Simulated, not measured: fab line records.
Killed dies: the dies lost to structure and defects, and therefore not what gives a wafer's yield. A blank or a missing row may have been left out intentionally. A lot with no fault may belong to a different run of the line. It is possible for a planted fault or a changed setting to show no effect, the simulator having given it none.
What tool caused it? / flow n5-finfet / 24 wafers from 8 lots sampled at 4 of the route's 1938 steps

## WHAT EACH GAUGE READ, for each wafer
N5_BEOL_M3_INSPECT_30: inspects for defects (brightfield).
lot=L623; measured=day 7 01:24; on=defect-inspect-01; raw-defect-count=413 371 364
lot=L624; measured=day 7 06:13; on=defect-inspect-01; raw-defect-count=414 504 473
lot=L628; measured=day 8 13:39; on=defect-inspect-01; raw-defect-count=407 516 535
lot=L631; measured=day 9 10:53; on=defect-inspect-02; raw-defect-count=453 612 435
lot=L632; measured=day 9 10:56; on=defect-inspect-01; raw-defect-count=793 642 580
lot=L634; measured=day 10 02:18; on=defect-inspect-02; raw-defect-count=326 462 404
lot=L639; measured=day 11 05:36; on=defect-inspect-01; raw-defect-count=404 540 524
lot=L641; measured=day 11 11:11; on=defect-inspect-01; raw-defect-count=377 446 426

## WHICH TOOL RAN EACH LOT (tool, then ch and the chambers of the sampled wafers, then the start)
lot=L623; N5_BEOL_M2_ANNEAL_51=rtp-anneal-01 ch 0, day 6 22:49; N5_BEOL_M3_ETCH_63=rie-diel-06 ch 2,3, day 7 00:35; N5_BEOL_M3_STRIP_66=rie-diel-06 ch 2,3, day 7 00:44
lot=L624; N5_BEOL_M2_ANNEAL_51=rtp-anneal-01 ch 0, day 7 01:32; N5_BEOL_M3_ETCH_63=rie-diel-02 ch 0,2,3, day 7 05:20; N5_BEOL_M3_STRIP_66=rie-diel-02 ch 0,2,3, day 7 05:30
lot=L628; N5_BEOL_M2_ANNEAL_51=rtp-anneal-02 ch 0, day 8 09:10; N5_BEOL_M3_ETCH_63=rie-diel-02 ch 1,2, day 8 11:47; N5_BEOL_M3_STRIP_66=rie-diel-02 ch 1,2, day 8 11:57
lot=L631; N5_BEOL_M2_ANNEAL_51=rtp-anneal-02 ch 0, day 9 05:23; N5_BEOL_M3_ETCH_63=rie-diel-01 ch 0,2,3, day 9 09:50; N5_BEOL_M3_STRIP_66=rie-diel-01 ch 0,2,3, day 9 09:59
lot=L632; N5_BEOL_M2_ANNEAL_51=rtp-anneal-01 ch 0, day 9 05:34; N5_BEOL_M3_ETCH_63=rie-diel-02 ch 0,2,3, day 9 10:02; N5_BEOL_M3_STRIP_66=rie-diel-02 ch 0,2,3, day 9 10:12
lot=L634; N5_BEOL_M2_ANNEAL_51=rtp-anneal-01 ch 0, day 9 23:55; N5_BEOL_M3_ETCH_63=rie-diel-06 ch 0,2,3, day 10 01:31; N5_BEOL_M3_STRIP_66=rie-diel-06 ch 0,2,3, day 10 01:40
lot=L639; N5_BEOL_M2_ANNEAL_51=rtp-anneal-01 ch 0, day 11 02:47; N5_BEOL_M3_ETCH_63=rie-diel-01 ch 0,2, day 11 04:49; N5_BEOL_M3_STRIP_66=rie-diel-01 ch 0,2, day 11 04:58
lot=L641; N5_BEOL_M2_ANNEAL_51=rtp-anneal-01 ch 0, day 11 08:28; N5_BEOL_M3_ETCH_63=rie-diel-06 ch 1,2, day 11 10:17; N5_BEOL_M3_STRIP_66=rie-diel-06 ch 1,2, day 11 10:26
- N5_BEOL_M2_ANNEAL_51: time 90 s.
- N5_BEOL_M3_ETCH_63: etches SiARC in CF4, target depth 15.6 nm, time 26 s.
- N5_BEOL_M3_STRIP_66: strips in CF4.

## THE ANSWER, worked out from the rows above alone
Rule: what is usual is taken from the lots themselves. Put in order of their means at a reading, lots are off if they are a third of the lots or fewer, leave a main group of 4 or more, and stand apart from it by a gap of 3 or more times the standard deviation of the main group's means; of several such gaps the widest counts. Not used: any main group whose means are identical at the precision the tables above print for the reading. Also off: a lot with no number at a reading for which 4 or more lots have one. All remaining lots with rows at the step are treated as sound.
Off at N5_BEOL_M3_INSPECT_30 (raw-defect-count): L632. Mean 448 and standard deviation 45 in the main group.
If a tool, at a process step before that reading, ran all the lots that are off and no sound lot after the first of them, it fits. Gauges at N5_BEOL_M3_INSPECT_30: tried the same way as those tools. One fits: rie-diel-02 at N5_BEOL_M3_ETCH_63 and N5_BEOL_M3_STRIP_66. At N5_BEOL_M3_ETCH_63 its last sound lot is L628 (day 8 11:47), its first lot that is off L632 (day 9 10:02): a fault that began between those two fits.

## WHAT THE SIMULATOR PUT IN
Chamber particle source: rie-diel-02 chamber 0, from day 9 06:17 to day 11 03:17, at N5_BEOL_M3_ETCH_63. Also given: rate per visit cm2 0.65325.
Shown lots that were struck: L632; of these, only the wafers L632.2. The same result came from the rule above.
